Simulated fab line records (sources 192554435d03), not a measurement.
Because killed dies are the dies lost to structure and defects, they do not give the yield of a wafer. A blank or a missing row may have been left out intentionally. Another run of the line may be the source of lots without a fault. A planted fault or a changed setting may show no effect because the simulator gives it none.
Which tool is to blame? -- flow n5Finfet -- Sampling: 11 lots, 31 wafers, 5 of 1938 route steps

## WHAT EACH GAUGE READ, for each wafer
N5_BEOL_M14_THK_MEAS_01.
lot,measured,on,M14_ILD_THK (nm)
L445,day 10 21:07,filmMetro-02,1109 1091 1138
L446,day 11 00:25,filmMetro-02,1119 1110 1123
L448,day 11 11:29,filmMetro-02,1120 1095 1138
L449,day 11 16:15,filmMetro-02,1078 1104 1098
L451,day 12 06:06,filmMetro-02,1122 1154 1159
L452,day 12 23:56,filmMetro-01,1101 1122 1125
L456,day 14 02:12,filmMetro-01,1276 1109
L459,day 14 05:41,filmMetro-02,1108 1112 1121
L460,day 14 06:20,filmMetro-02,1332 1137
L464,day 15 18:23,filmMetro-01,1121 1145 1141
L467,day 16 21:34,filmMetro-01,1113 1118 1117

## WHICH TOOL RAN EACH LOT (tool, then ch and the chambers of the sampled wafers, then the start)
lot,N5_BEOL_M13_PRE_CLEAN_42,N5_BEOL_M13_SPUTTER_43,N5_BEOL_M13_DEP_53,N5_BEOL_M14_ILD_DEP_00
L445,"pvdSputter-03, day 10 19:39","pvdSputter-03, day 10 19:41","pecvd-01 ch 0,1,2, day 10 20:47","pecvd-01 ch 0,1,2, day 10 20:55"
L446,"pvdSputter-03, day 10 22:57","pvdSputter-03, day 10 22:59","pecvd-03 ch 0,2, day 11 00:05","pecvd-01 ch 0,1,2, day 11 00:13"
L448,"pvdSputter-03, day 11 09:46","pvdSputter-03, day 11 09:48","pecvd-01 ch 0,1, day 11 10:53","pecvd-04 ch 0,1, day 11 11:13"
L449,"pvdSputter-03, day 11 14:43","pvdSputter-03, day 11 14:45","pecvd-03 ch 0,1,2, day 11 15:51","pecvd-04 ch 1, day 11 15:59"
L451,"pvdSputter-02, day 12 03:58","pvdSputter-02, day 12 04:01","pecvd-03 ch 0,1,2, day 12 05:47","pecvd-03 ch 1,2, day 12 05:55"
L452,"pvdSputter-02, day 12 22:29","pvdSputter-02, day 12 22:32","pecvd-03 ch 0,2, day 12 23:38","pecvd-01 ch 0,1,2, day 12 23:46"
L456,"pvdSputter-03, day 14 00:39","pvdSputter-03, day 14 00:41","pecvd-01 ch 0,1, day 14 01:53","pecvd-01 ch 2, day 14 02:01"
L459,"pvdSputter-01, day 14 04:14","pvdSputter-01, day 14 04:16","pecvd-01 ch 0,2, day 14 05:22","pecvd-04 ch 0,1,2, day 14 05:29"
L460,"pvdSputter-02, day 14 04:53","pvdSputter-02, day 14 04:55","pecvd-03 ch 0,2, day 14 06:01","pecvd-01 ch 0,1, day 14 06:09"
L464,"pvdSputter-02, day 15 16:49","pvdSputter-02, day 15 16:52","pecvd-03 ch 0,2, day 15 17:58","pecvd-03 ch 0,2, day 15 18:07"
L467,"pvdSputter-01, day 16 20:04","pvdSputter-01, day 16 20:06","pecvd-03 ch 0,1,2, day 16 21:16","pecvd-03 ch 0,1,2, day 16 21:23"
- N5_BEOL_M13_PRE_CLEAN_42: time 30 s.
- N5_BEOL_M13_SPUTTER_43: material TaN, target thk 15 nm, time 24.19 s.
- N5_BEOL_M13_DEP_53: deposits SiCN from 3MS/NH3, target thk 50 nm, time 17.8 s.
- N5_BEOL_M14_ILD_DEP_00: deposits SiO2 from TEOS/O2, target thk 1119.3 nm, time 237.4 s.

## THE ANSWER, worked out from the rows above alone
Rule: the lots themselves supply what counts as usual. Put in order of their means at a reading, lots are off if they are a third of the lots or fewer, leave a main group of 4 or more, and stand apart from it by a gap of 3 or more times the standard deviation of the main group's means; of several such gaps the widest counts. Not used: any main group whose means are identical at the precision the tables above print for the reading. A lot without any number at a reading at which 4 lots or more have one is off too. The other lots that the step has rows for count as sound.
Off: L456, L460, seen at N5_BEOL_M14_THK_MEAS_01 (M14_ILD_THK). Main group: mean 1119 nm, sd 14.
A tool fits if, at a process step before that reading, it ran every lot that is off, and no sound lot after the first of them. Those tools and the gauges at N5_BEOL_M14_THK_MEAS_01 are tried in the same way. One candidate fits, namely pecvd-01 at N5_BEOL_M14_ILD_DEP_00. Its last sound lot is L452 (day 12 23:46), its first lot that is off L456 (day 14 02:01): a fault that began between those two fits.

## WHAT WAS PUT IN BY THE SIMULATOR
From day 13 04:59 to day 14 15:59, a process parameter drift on pecvd-01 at N5_BEOL_M14_ILD_DEP_00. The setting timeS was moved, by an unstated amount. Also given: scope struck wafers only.
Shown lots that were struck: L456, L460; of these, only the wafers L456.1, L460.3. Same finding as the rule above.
